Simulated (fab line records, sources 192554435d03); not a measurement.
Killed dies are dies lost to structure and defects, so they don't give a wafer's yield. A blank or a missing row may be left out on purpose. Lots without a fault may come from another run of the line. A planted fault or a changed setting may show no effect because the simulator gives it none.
fab line records | flow n5_finfet
record lots=4 wafers=12 last_day=18
route steps=1938 shown BEOL_M4@1037
lots that met no fault: from a run of the same line without faults
start_h: hours from the record's first day to the start of the lot's first wafer shown | wait_h: hours since the lot's step before | " the same as in the row above | L1.1+2: a row that stands for several wafers | - no value, or no start given | * or withheld: withheld | < > ~ a bound
route shown NAME@n: a module of which the file shows steps, and the number in the route of the first | usual: mean/standard deviation of fault-free wafers | same: alike in all rows | chamber/n: place in a boat | sites: the reading at each site | _std_site: their standard deviation | _edge_site: outer sites' mean less inner sites' | radius_mm: how far each site lies from the wafer's centre | mask NAME#n: copy n | behind: the tool/chamber that last shaped the wafer | hold: why the lot was held/for how many hours/how that ended | device: the transistor (n, p or np) that didn't switch | end of line: the same wafers' tests at the end of the route | a step without rows: its recipe alone | killed: dies lost to structure and defects at the first sort, not the wafer's yield | map: a wafer's dies, x killed, . not, _ none there
set.NAME: the setting as run; set.NAME@STEP: as run at that earlier step | model.NAME: the simulator's own value behind a step, which no gauge read
lots at some steps of the route; a table a step, a row a wafer
services: from which hour (start_h, from the record's first day; less than 0 if before it) a tool's chamber was out of use, for how many hours, and why
## steps
# step N5_BEOL_M4_DESCUM_16
# recipe chemistry=O2 time_s=7 source_power_w=50 bias_power_w=20 pressure_mtorr=20 rf_frequency_hz=2.712e+07 temp_c=40 resist=CAR-EUV o2_flow_sccm=225
# step N5_BEOL_M4_ETCH_74
# recipe chemistry=N2/H2 target=underlayer target_depth_a=65 mask_material=CAR-EUV time_s=5.2 ion_energy_ev=200 pressure_mtorr=30 source_w=840 bias_w=150 n2_flow_sccm=200 h2_flow_sccm=200 ends=cleared
# step N5_BEOL_M4_ETCH_63
# recipe chemistry=CF4 target=SiARC target_depth_a=156 mask_material=CAR-EUV time_s=26 ion_energy_ev=80 pressure_mtorr=40 source_w=545 bias_w=36 Ar_flow_sccm=100 cf4_flow_sccm=100 ends=cleared
# step N5_BEOL_M4_ETCH_64
# recipe chemistry=N2/H2 target=SOC target_depth_a=750 overetch_a=225 mask_material=SiARC temp_c=40 time_s=121.9 ion_energy_ev=200 pressure_mtorr=30 source_w=840 bias_w=150 n2_flow_sccm=200 h2_flow_sccm=200
# step N5_BEOL_M4_STRIP_65
# recipe chemistry=N2/H2 temp_c=40 n2_flow_sccm=200 h2_flow_sccm=200 rf_frequency_hz=6e+07
# step N5_BEOL_M4_STRIP_75
# recipe chemistry=N2/H2 temp_c=40 n2_flow_sccm=200 h2_flow_sccm=200 rf_frequency_hz=6e+07
# step N5_BEOL_M4_STRIP_66
# recipe chemistry=CF4 resist=SiARC power_w=300 bias_power_w=75 pressure_mtorr=50 cf4_flow_sccm=150 rf_frequency_hz=6e+07
# step N5_BEOL_M4_HM_OPEN_17
# recipe chemistry=Cl2/BCl3 target_depth_a=200 overetch_a=60 target=TiN mask_material=SOC ion_energy_ev=150 pressure_mtorr=10 icp_w=1000 bias_w=126 Cl2_flow_sccm=53.25 bcl3_flow_sccm=21.75 Ar_flow_sccm=25
# step N5_BEOL_M4_STRIP_19
# recipe chemistry=O2 power_w=400 temp_c=40 pressure_mtorr=30 rf_frequency_hz=6e+07 bias_power_w=0 overash_fraction=0.2 o2_flow_sccm=225
# step N5_BEOL_M4_COAT_67
# recipe resist=SOC temp_c=250 time_s=60 spin_rpm=1500 resist_thk_nm=60
# step N5_BEOL_M4_COAT_68
# recipe resist=SiARC temp_c=220 time_s=60 spin_rpm=1500 resist_thk_nm=12
# usual spin_speed_rpm=1500.0/1.1
# columns lot.wafer tool chamber start_h wait_h spin_speed_rpm
L606.3 litho_track-02 0 181.99 - 1497.8
L606.5 " 0 " " 1499.9
L606.6 " 0 " " 1498.6
L611.1 litho_track-05 0 218.64 - 1499.5
L611.5 " 0 " " 1499.8
L611.6 " 0 " " 1500.5
L624.1 litho_track-05 0 304.26 - 1454.3
L624.2 " 0 " " 1453.4
L624.4 " 0 " " 1456.5
L625.1 litho_track-05 0 306.91 - 1455.8
L625.4 " 0 " " 1454.2
L625.6 " 0 " " 1456.3
# step N5_BEOL_M4_COAT_76
# recipe resist=underlayer temp_c=205 time_s=60 spin_rpm=1500 resist_thk_nm=5
# step N5_BEOL_M4_COAT_22
# recipe resist=CAR-EUV spin_rpm=1500 resist_thk_nm=30
# step N5_BEOL_M4_EBR_24
# recipe solvent=PGMEA ebr_width_mm=1.5
# step N5_BEOL_M4_SOFTBAKE_23
# recipe temp_c=110 time_s=60 resist=CAR-EUV
# step N5_BEOL_M4_EXPOSE_25
# recipe mask_id=V3 na=0.33 source_shape=quasar sigma_inner=0.2 sigma_outer=0.8 polarization=unpolarized defocus_nm=5 dose_mj=63
# step N5_BEOL_M4_PEB_26
# recipe peb_temp_c=100 peb_time_s=60 resist=CAR-EUV
# step N5_BEOL_M4_DEVELOP_27
# recipe develop_time_s=30 developer=TMAH resist=CAR-EUV rinse_liquid=surfactant_rinse dry=air_spin dev_temp_c=23
# step N5_BEOL_M4_DESCUM_33
# recipe chemistry=O2 time_s=7 source_power_w=50 bias_power_w=20 pressure_mtorr=20 rf_frequency_hz=2.712e+07 temp_c=40 resist=CAR-EUV o2_flow_sccm=225
# step N5_BEOL_M4_ETCH_77
# recipe chemistry=N2/H2 target=underlayer target_depth_a=65 mask_material=CAR-EUV time_s=5.2 ion_energy_ev=200 pressure_mtorr=30 source_w=840 bias_w=150 n2_flow_sccm=200 h2_flow_sccm=200 ends=cleared
# step N5_BEOL_M4_ETCH_69
# recipe chemistry=CF4 target=SiARC target_depth_a=156 mask_material=CAR-EUV time_s=26 ion_energy_ev=80 pressure_mtorr=40 source_w=545 bias_w=36 Ar_flow_sccm=100 cf4_flow_sccm=100 ends=cleared
# usual drypump_motor_current_A=5.6/0.41 etch_rf_on_time_s=25.8/0.79 oes_product_au=0.67/0.061 rf_vpp_V=184.0/1.2 showerhead_plenum_p_Torr=2.14/0.072 throttle_valve_pct=15.60/0.19
# columns lot.wafer tool chamber start_h wait_h drypump_motor_current_A etch_rf_on_time_s oes_product_au rf_hours_counter_h rf_vpp_V showerhead_plenum_p_Torr throttle_valve_pct model.etch.depth_nm
L606.3 rie_diel-04 2 182.44 0.0 4.7 25.1 0.78 17 184.2 2.19 15.61 11.97
L606.5 " 3 " " 5.7 26.0 0.61 - 183.5 2.22 15.73 11.98
L606.6 " 0 " " 5.5 25.1 0.60 - 184.1 2.02 15.59 11.96
L611.1 rie_diel-01 2 219.19 0.0 5.6 25.3 0.68 103 185.1 2.14 15.40 11.9
L611.5 " 0 " " 6.2 24.9 0.64 - 182.8 2.06 15.77 11.93
L611.6 " 3 " " 5.4 26.1 0.64 - 182.9 2.07 15.85 12
L624.1 rie_diel-01 1 304.75 0.0 5.7 27.2 0.64 140 183.6 2.07 15.53 12.18
L624.2 " 0 " " 6.2 25.4 0.62 171 182.9 2.05 15.84 12.2
L624.4 " 3 " " 5.5 26.8 0.62 175 182.4 2.06 15.90 12.2
L625.1 rie_diel-04 0 307.49 0.0 5.6 24.7 0.78 36 185.9 2.25 15.22 12.12
L625.4 " 0 " " 5.6 24.8 0.77 - 185.6 2.25 15.21 12.15
L625.6 " 3 " " 5.7 26.6 0.58 - 184.6 2.20 15.82 12.17
# step N5_BEOL_M4_ALD_98
# recipe material=SiO2 target_thk_a=25 temp_c=100 ald_precursor_family=BDEAS ald_co_reactant=O2-plasma pulse_time_s=1 co_reactant_pulse_time_s=1 purge_time_s=2 co_reactant_purge_time_s=2 ald_cycles=17 pressure_torr=2
# step N5_BEOL_M4_RC_MEAS_101
# usual DIBL_N=35.8/2.2 DIBL_P=35.3/2.7 IOFF_N=0.16/0.043 IOFF_P=0.21/0.043 ION_N=676/15 ION_P=463/9.1 SS_N=71.4/0.77 SS_P=73.0/0.79 VT_N=250/4 VT_P=-249.8/2.8
# columns lot.wafer tool chamber start_h wait_h DIBL_N[mV/V] DIBL_P[mV/V] IOFF_N[nA/um] IOFF_P[nA/um] ION_N[uA/um] ION_P[uA/um] SS_N[mV/dec] SS_P[mV/dec] VT_N[mV] VT_P[mV]
L606.3 prober-02 0 197.78 0.3 33.4 31.6 0.11 0.14 666 456 70.6 72.0 255 -251.3
L606.5 " 0 " " 34.5 35.1 0.13 0.19 653 443 71.1 73.4 252 -252.3
L606.6 " 0 " " 34.4 32.8 0.12 0.15 675 461 70.8 72.5 256 -252.9
L611.1 prober-02 0 228.08 0.0 34.1 31.8 0.12 0.16 665 454 70.6 72.9 253 -250.0
L611.5 " 0 " " 36.1 33.8 0.16 0.19 689 465 71.2 72.6 248 -250.6
L611.6 " 0 " " 37.8 36.2 0.19 0.23 676 461 71.8 73.7 249 -249.7
L624.1 prober-01 0 314.37 0.0 35.4 33.4 0.14 0.20 679 467 71.3 72.6 249 -249.0
L624.2 " 0 " " 37.6 35.1 0.19 0.23 694 465 71.8 73.4 246 -247.3
L624.4 " 0 " " 36.2 32.8 0.15 0.18 678 464 70.8 73.1 251 -250.0
L625.1 prober-02 0 316.80 0.0 35.9 36.2 0.16 0.21 684 462 71.9 72.7 248 -250.6
L625.4 " 0 " " 34.8 34.7 0.15 0.19 682 459 71.6 72.8 249 -249.9
L625.6 " 0 " " 30.6 30.2 0.09 0.13 650 448 70.5 70.8 256 -255.2
## services
# columns tool chamber start_h hours kind
rie_diel-04 0 204.10 - clean
rie_diel-04 0 204.10 - consumable_replace:focus_ring
rie_diel-04 0 204.10 - consumable_replace:showerhead
rie_diel-04 0 204.10 12.5 scheduled_down
rie_diel-04 0 204.10 12.5 vent_cycle
rie_diel-01 - 205.96 2.7 repair
litho_track-05 - 211.65 - consumable_replace:filter
rie_diel-04 1 218.53 47.5 repair
litho_track-05 - 236.04 - consumable_replace:filter
litho_track-05 - 243.01 - consumable_replace:filter
rie_diel-04 1 304.65 10.7 repair
## key
first_sign step=N5_BEOL_M4_COAT_68 reading=spin_speed_rpm direction=down sigmas=41 usual=* struck=*
effect none on later readings
model_effect step=N5_BEOL_M4_ETCH_69 value=etch.depth_nm without=11.99 struck=12.17
met_at N5_BEOL_M4_COAT_68
struck_wafers L624.1,L624.2,L624.4,L625.1,L625.4,L625.6
onset_between 218.64 304.26
fault kind=process_parameter_drift tool=litho_track-05 chamber=- onset_h=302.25 steps=N5_BEOL_M4_COAT_68 channel=spin_rpm offset=* shape=step end_h=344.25 acts_in=* stated=*
